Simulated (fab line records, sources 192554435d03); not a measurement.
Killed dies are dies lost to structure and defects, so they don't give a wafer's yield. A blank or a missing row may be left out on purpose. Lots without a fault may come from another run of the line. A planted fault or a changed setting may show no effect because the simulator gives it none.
fab line records | flow n5_finfet
record lots=5 wafers=15 last_day=16
route steps=1938 shown BEOL_M0_SAQP@674 BEOL_M4@1111
lots that met no fault: from a run of the same line without faults
start_h: hours from the record's first day to the start of the lot's first wafer shown | wait_h: hours since the lot's step before | " the same as in the row above | L1.1+2: a row that stands for several wafers | - no value, or no start given | * or withheld: withheld | < > ~ a bound
route shown NAME@n: a module of which the file shows steps, and the number in the route of the first | usual: mean/standard deviation of fault-free wafers | same: alike in all rows | chamber/n: place in a boat | sites: the reading at each site | _std_site: their standard deviation | _edge_site: outer sites' mean less inner sites' | radius_mm: how far each site lies from the wafer's centre | mask NAME#n: copy n | behind: the tool/chamber that last shaped the wafer | hold: why the lot was held/for how many hours/how that ended | device: the transistor (n, p or np) that didn't switch | end of line: the same wafers' tests at the end of the route | a step without rows: its recipe alone | killed: dies lost to structure and defects at the first sort, not the wafer's yield | map: a wafer's dies, x killed, . not, _ none there
set.NAME: the setting as run; set.NAME@STEP: as run at that earlier step | model.NAME: the simulator's own value behind a step, which no gauge read
lots at some steps of the route; a table a step, a row a wafer
services: from which hour (start_h, from the record's first day; less than 0 if before it) a tool's chamber was out of use, for how many hours, and why
## steps
# step N5_BEOL_M0_SAQP_STRIP_108
# recipe chemistry=N2/H2 power_w=500 temp_c=40 pressure_mtorr=50 rf_frequency_hz=6e+07 overash_fraction=0.3 bias_power_w=28 h2_frac=0.5 n2_flow_sccm=300 h2_flow_sccm=300
# step N5_BEOL_M0_SAQP_RECESS_109
# recipe chemistry=HF/NH3 target=SiO2 target_depth_a=30 afs_cycles=1 temp_c=30 sublimation_temp_c=180 sublimation_time_s=60
# step N5_BEOL_M0_SAQP_SPACER2_ALD_26
# recipe material=SiO2 target_thk_a=150 temp_c=300 ald_precursor_family=BDEAS ald_co_reactant=O2-plasma pulse_time_s=1 purge_time_s=2 co_reactant_purge_time_s=2 pressure_torr=2
# step N5_BEOL_M0_SAQP_SPACER2_ETCHBACK_27
# recipe chemistry=CHF3/O2 mode=anisotropic_etchback target=SiO2 target_depth_a=225 time_s=11.25 pressure_mtorr=30 source_w=650 bias_w=170 Ar_flow_sccm=200 CHF3_flow_sccm=50 O2_flow_sccm=5 ion_energy_ev=200
# step N5_BEOL_M0_SAQP_MANDREL2_REMOVE_110
# recipe chemistry=HBr/Cl2/O2 bt_time_s=10 target=a-Si stop_on=SiCN endpoint=OES-SiCl over_etch_frac=1 icp_w=600 bias_w=30 HBr_flow_sccm=150 Cl2_flow_sccm=80 O2_flow_sccm=5 pressure_mtorr=10
# step N5_BEOL_M0_SAQP_COAT_69
# recipe resist=SOC temp_c=250 time_s=60 spin_rpm=1500 resist_thk_nm=90
# step N5_BEOL_M0_SAQP_COAT_72
# recipe resist=SiARC temp_c=220 time_s=60 spin_rpm=1500 resist_thk_nm=15
# step N5_BEOL_M0_SAQP_COAT_87
# recipe resist=underlayer temp_c=205 time_s=60 spin_rpm=1500 resist_thk_nm=5
# step N5_BEOL_M0_SAQP_COAT_34
# recipe resist=CAR-EUV spin_rpm=1500 resist_thk_nm=30
# step N5_BEOL_M0_SAQP_EBR_36
# recipe solvent=PGMEA ebr_width_mm=1.5
# step N5_BEOL_M0_SAQP_SOFTBAKE_35
# recipe temp_c=110 time_s=60 resist=CAR-EUV
# step N5_BEOL_M0_SAQP_EXPOSE_37
# recipe mask_id=M0_CUT1 na=0.33 source_shape=annular sigma_inner=0.35 sigma_outer=0.8 polarization=unpolarized target_cd_nm=30 dose_mj=44.75
# usual exposure_dose_mJ_cm2=44.72/0.048
# same sigma_outer=0.8
# columns lot.wafer tool chamber start_h wait_h mask exposure_dose_mJ_cm2
L671.1 euv_scanner-02 0 146.33 - M0_CUT1#0 44.71
L671.2 " 0 " " M0_CUT1#0 44.72
L671.5 " 0 " " M0_CUT1#0 44.73
L674.1 euv_scanner-02 0 161.97 - M0_CUT1#0 42.52
L674.3 " 0 " " M0_CUT1#0 42.46
L674.4 " 0 " " M0_CUT1#0 42.56
L675.2 euv_scanner-02 0 178.50 - M0_CUT1#0 42.99
L675.4 " 0 " " M0_CUT1#0 42.96
L675.6 " 0 " " M0_CUT1#0 42.88
L678.2 euv_scanner-02 0 214.08 - M0_CUT1#0 43.38
L678.3 " 0 " " M0_CUT1#0 43.29
L678.6 " 0 " " M0_CUT1#0 43.36
L682.1 euv_scanner-01 0 219.83 - M0_CUT1#0 44.72
L682.3 " 0 " " M0_CUT1#0 44.76
L682.4 " 0 " " M0_CUT1#0 44.67
# step N5_BEOL_M0_SAQP_PEB_38
# recipe peb_temp_c=100 peb_time_s=60 resist=CAR-EUV
# step N5_BEOL_M0_SAQP_DEVELOP_39
# recipe develop_time_s=30 developer=TMAH resist=CAR-EUV rinse_liquid=surfactant_rinse dry=air_spin dev_temp_c=23
# step N5_BEOL_M0_SAQP_CD_MEAS_40
# recipe target_cd_nm=30 landing_energy_ev=500 detector=se_inlens
# usual cd_nm=29.97/0.25
# same landing_energy_ev=500
# columns lot.wafer tool chamber start_h wait_h cd_nm
L671.1 cd_sem-01 0 146.47 - 30.21
L671.2 " 0 " " 30.22
L671.5 " 0 " " 30.05
L674.1 cd_sem-01 0 162.10 - 28.79
L674.3 " 0 " " 29.47
L674.4 " 0 " " 28.93
L675.2 cd_sem-03 0 178.63 - 28.82
L675.4 " 0 " " 29.19
L675.6 " 0 " " 29.23
L678.2 cd_sem-03 0 214.21 - 28.79
L678.3 " 0 " " 28.99
L678.6 " 0 " " 29.35
L682.1 cd_sem-03 0 219.96 - 30.08
L682.3 " 0 " " 30.05
L682.4 " 0 " " 29.91
# step N5_BEOL_M0_SAQP_DESCUM_45
# recipe chemistry=O2 time_s=7 source_power_w=50 bias_power_w=20 pressure_mtorr=20 rf_frequency_hz=2.712e+07 temp_c=40 resist=CAR-EUV o2_flow_sccm=225
# usual drypump_motor_current_A=5.7/0.42 oes_product_au=0.76/0.093 rf_vpp_V=242.7/1.4 showerhead_plenum_p_Torr=2.06/0.066 throttle_valve_pct=20.29/0.26
# columns lot.wafer tool chamber start_h wait_h drypump_motor_current_A oes_product_au rf_hours_counter_h rf_vpp_V showerhead_plenum_p_Torr throttle_valve_pct model.BEOL_M0_SAQP.cd_nm
L671.1 rie_diel-03 0 146.59 0.0 6.0 0.69 227 243.2 2.04 20.06 30
L671.2 " 1 " " 6.3 0.68 230 243.2 2.15 20.76 30.2
L671.5 " 3 " " 5.7 0.68 - 243.4 2.07 20.54 30.2
L674.1 rie_diel-03 1 162.22 0.0 6.3 0.68 236 244.5 2.15 20.76 28.8
L674.3 " 0 " " 6.0 0.68 234 243.5 2.04 20.07 29
L674.4 " 0 " " 6.0 0.68 - 242.9 2.04 20.06 28.8
L675.2 rie_diel-03 2 178.75 0.0 5.0 0.96 4 243.8 2.12 19.94 29.2
L675.4 " 1 " " 6.3 0.68 241 244.1 2.15 20.78 29.2
L675.6 " 2 " " 5.0 0.97 - 244.0 2.12 19.94 29
L678.2 rie_diel-04 0 214.43 0.0 5.8 0.68 249 242.8 2.05 20.65 29
L678.3 " 1 " " 5.7 0.76 148 240.4 1.93 20.26 29.2
L678.6 " 3 " " 5.2 0.67 - 241.4 1.98 20.28 29.4
L682.1 rie_diel-03 2 220.79 0.7 5.0 0.93 16 242.4 2.12 19.95 30.2
L682.3 " 3 " " 5.7 0.66 249 242.8 2.06 20.57 30
L682.4 " 3 " " 5.7 0.67 - 241.0 2.06 20.58 30
# step N5_BEOL_M0_SAQP_ETCH_88
# recipe chemistry=N2/H2 target=underlayer target_depth_a=65 time_s=5.2 ion_energy_ev=200 mask_material=CAR-EUV pressure_mtorr=30 source_w=840 bias_w=150 n2_flow_sccm=200 h2_flow_sccm=200 ends=cleared
# step N5_BEOL_M0_SAQP_ETCH_73
# recipe chemistry=CF4 target=SiARC target_depth_a=195 mask_material=CAR-EUV time_s=32.5 ion_energy_ev=80 pressure_mtorr=40 source_w=545 bias_w=36 Ar_flow_sccm=100 cf4_flow_sccm=100 ends=cleared
# step N5_BEOL_M0_SAQP_CUT_ETCH_46
# recipe chemistry=N2/H2 target=SOC target_depth_a=1350 overetch_a=270 temp_c=40 time_s=202.5 ion_energy_ev=200 mask_material=SiARC pressure_mtorr=30 source_w=840 bias_w=150 n2_flow_sccm=200 h2_flow_sccm=200
# step N5_BEOL_M0_SAQP_STRIP_74
# recipe chemistry=N2/H2 temp_c=40 n2_flow_sccm=200 h2_flow_sccm=200 rf_frequency_hz=6e+07
# step N5_BEOL_M0_SAQP_STRIP_89
# recipe chemistry=N2/H2 temp_c=40 n2_flow_sccm=200 h2_flow_sccm=200 rf_frequency_hz=6e+07
# step N5_BEOL_M0_SAQP_ALD_48
# recipe material=SiO2 target_thk_a=200 temp_c=100 ald_precursor_family=BDEAS ald_co_reactant=O2-plasma pulse_time_s=1 co_reactant_pulse_time_s=1 purge_time_s=2 co_reactant_purge_time_s=2 ald_cycles=139 pressure_torr=2
# step N5_BEOL_M0_SAQP_ETCH_49
# recipe chemistry=CF4/O2 target_depth_a=370 target=SiO2 pressure_mtorr=40 source_w=535 bias_w=49 Ar_flow_sccm=100 cf4_flow_sccm=100 O2_flow_sccm=10 ion_energy_ev=100
# usual drypump_motor_current_A=5.7/0.43 oes_product_au=0.75/0.086 rf_vpp_V=240/5.1 showerhead_plenum_p_Torr=2.18/0.074 throttle_valve_pct=15.77/0.27
# columns lot.wafer tool chamber start_h wait_h drypump_motor_current_A oes_product_au rf_hours_counter_h rf_vpp_V showerhead_plenum_p_Torr throttle_valve_pct model.BEOL_M0_SAQP.cd_nm
L671.1 rie_diel-03 0 147.48 0.4 6.0 0.69 228 234 2.17 15.66 30
L671.2 " 1 " " 6.3 0.70 230 244 2.26 16.23 30.2
L671.5 " 0 " " 6.0 0.68 - 236 2.17 15.69 30.2
L674.1 rie_diel-04 3 164.67 0.3 5.2 0.69 202 237 2.10 15.79 29.2
L674.3 " 0 " " 5.7 0.69 238 241 2.17 16.15 29.6
L674.4 " 1 " " 5.7 0.77 136 236 2.03 15.60 29.2
L675.2 rie_diel-03 1 179.72 0.3 6.3 0.69 241 244 2.26 16.25 29
L675.4 " 3 " " 5.7 0.68 238 235 2.19 16.10 30
L675.6 " 3 " " 5.7 0.68 - 233 2.19 16.08 29.2
L678.2 rie_diel-01 0 215.63 0.3 4.9 0.91 16 236 2.17 15.45 28.8
L678.3 " 1 " " 5.8 0.84 84 235 2.15 15.60 29.2
L678.6 " 3 " " 5.6 0.75 - 246 2.30 15.74 29.4
L682.1 rie_diel-04 3 221.60 0.3 5.2 0.68 215 236 2.10 15.83 29.6
L682.3 " 2 " " 6.2 0.86 59 243 2.24 15.41 30
L682.4 " 1 " " 5.7 0.76 151 235 2.03 15.62 30.2
# step N5_BEOL_M0_SAQP_STRIP_75
# recipe chemistry=CF4 resist=SiARC power_w=300 bias_power_w=75 pressure_mtorr=50 cf4_flow_sccm=150 rf_frequency_hz=6e+07
# step N5_BEOL_M4_RC_MEAS_101
# usual DIBL_N=36.5/1.4 DIBL_P=36.6/1.9 IOFF_N=0.167/0.029 IOFF_P=0.21/0.033 ION_N=674/12 ION_P=460/8.9 SS_N=71.6/0.57 SS_P=73.4/0.61 VT_N=249/3.3 VT_P=-250/3.3
# columns lot.wafer tool chamber start_h wait_h DIBL_N[mV/V] DIBL_P[mV/V] IOFF_N[nA/um] IOFF_P[nA/um] ION_N[uA/um] ION_P[uA/um] SS_N[mV/dec] SS_P[mV/dec] VT_N[mV] VT_P[mV]
L671.1 prober-01 0 203.76 0.0 35.0 35.7 0.160 0.21 663 453 71.6 73.3 248 -248
L671.2 " 0 " " 36.1 36.4 0.167 0.21 683 464 72.5 74.3 251 -254
L671.5 " 0 " " 35.1 35.9 0.159 0.21 660 450 72.1 73.7 250 -251
L674.1 prober-01 0 214.73 0.0 39.4 39.9 0.250 0.27 695 468 72.0 74.6 238 -248
L674.3 " 0 " " 36.2 35.6 0.155 0.18 681 457 72.0 73.7 247 -252
L674.4 " 0 " " 38.2 37.7 0.201 0.21 686 461 72.1 73.2 246 -252
L675.2 prober-02 0 226.41 0.2 37.5 38.8 0.177 0.20 677 454 71.9 73.4 249 -252
L675.4 " 0 " " 37.6 39.1 0.172 0.20 671 453 71.9 73.3 250 -253
L675.6 " 0 " " 37.1 38.3 0.155 0.18 677 451 72.5 73.8 252 -253
L678.2 prober-02 0 261.77 0.6 35.5 34.6 0.159 0.21 672 461 71.6 73.5 248 -251
L678.3 " 0 " " 33.6 32.6 0.123 0.17 668 457 70.5 72.7 252 -255
L678.6 " 0 " " 35.6 35.3 0.165 0.22 680 465 71.1 73.3 249 -249
L682.1 prober-02 0 269.21 0.0 38.8 39.3 0.201 0.22 677 452 72.3 73.5 248 -252
L682.3 " 0 " " 38.2 38.8 0.181 0.21 666 450 71.6 74.3 246 -253
L682.4 " 0 " " 39.2 39.4 0.201 0.22 674 452 73.1 74.1 250 -253
## services
# columns tool chamber start_h hours kind
euv_scanner-02 - 127.40 1.0 pm
rie_diel-04 1 136.39 8.7 repair
euv_scanner-01 0 140.74 - calibration
rie_diel-03 2 142.38 - clean
rie_diel-03 2 142.38 - consumable_replace:focus_ring
rie_diel-03 2 142.38 20.4 scheduled_down
rie_diel-03 2 142.38 20.4 vent_cycle
rie_diel-01 0 144.02 - clean
rie_diel-01 0 144.02 - consumable_replace:focus_ring
euv_scanner-01 - 161.08 1.0 pm
euv_scanner-02 0 163.92 - calibration
euv_scanner-01 - 169.90 0.5 repair
euv_scanner-01 - 176.57 0.7 repair
euv_scanner-02 - 183.55 1.0 pm
rie_diel-01 1 186.61 6.5 repair
euv_scanner-02 - 196.39 4.6 pm
rie_diel-04 3 198.65 1.7 repair
euv_scanner-01 - 206.15 12.0 pm
rie_diel-03 1 213.86 - clean
rie_diel-03 1 213.86 - consumable_replace:focus_ring
rie_diel-03 1 213.86 20.2 scheduled_down
rie_diel-03 1 213.86 20.2 vent_cycle
euv_scanner-02 - 215.42 23.4 repair
rie_diel-01 1 218.33 2.2 repair
## key
first_sign step=N5_BEOL_M0_SAQP_EXPOSE_37 reading=exposure_dose_mJ_cm2 direction=down sigmas=37 usual=44.72 struck=42.93
effect step=N5_BEOL_M0_SAQP_CD_MEAS_40 reading=cd_nm direction=down sigmas=3.6 usual=29.97 struck=29.06 through=control_loop
model_effect step=N5_BEOL_M0_SAQP_DESCUM_45 value=BEOL_M0_SAQP.cd_nm without=29.93 struck=29.07
model_effect step=N5_BEOL_M0_SAQP_ETCH_49 value=BEOL_M0_SAQP.cd_nm without=30.11 struck=29.29
met_at N5_BEOL_M0_SAQP_EXPOSE_37
struck_wafers L674.1,L674.3,L674.4,L675.2,L675.4,L675.6,L678.2,L678.3,L678.6
rows_end L674.1,L674.3,L674.4,L675.2,L675.4,L675.6,L678.2,L678.3,L678.6
loop_trim step=N5_BEOL_M0_SAQP_EXPOSE_37 setting=dose lots=L675,L678
onset_between 146.33 161.97
fault kind=process_parameter_drift tool=euv_scanner-02 chamber=- onset_h=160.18 steps=N5_BEOL_M0_SAQP_EXPOSE_37 channel=dose_mj offset=-2.1702 shape=step acts_in=these_recipes_only stated=44.75
# rows_end: these wafers met a further fault down the route, and their rows from its step on are left out
# loop_trim: a control loop set the setting to another value than it would have without faults
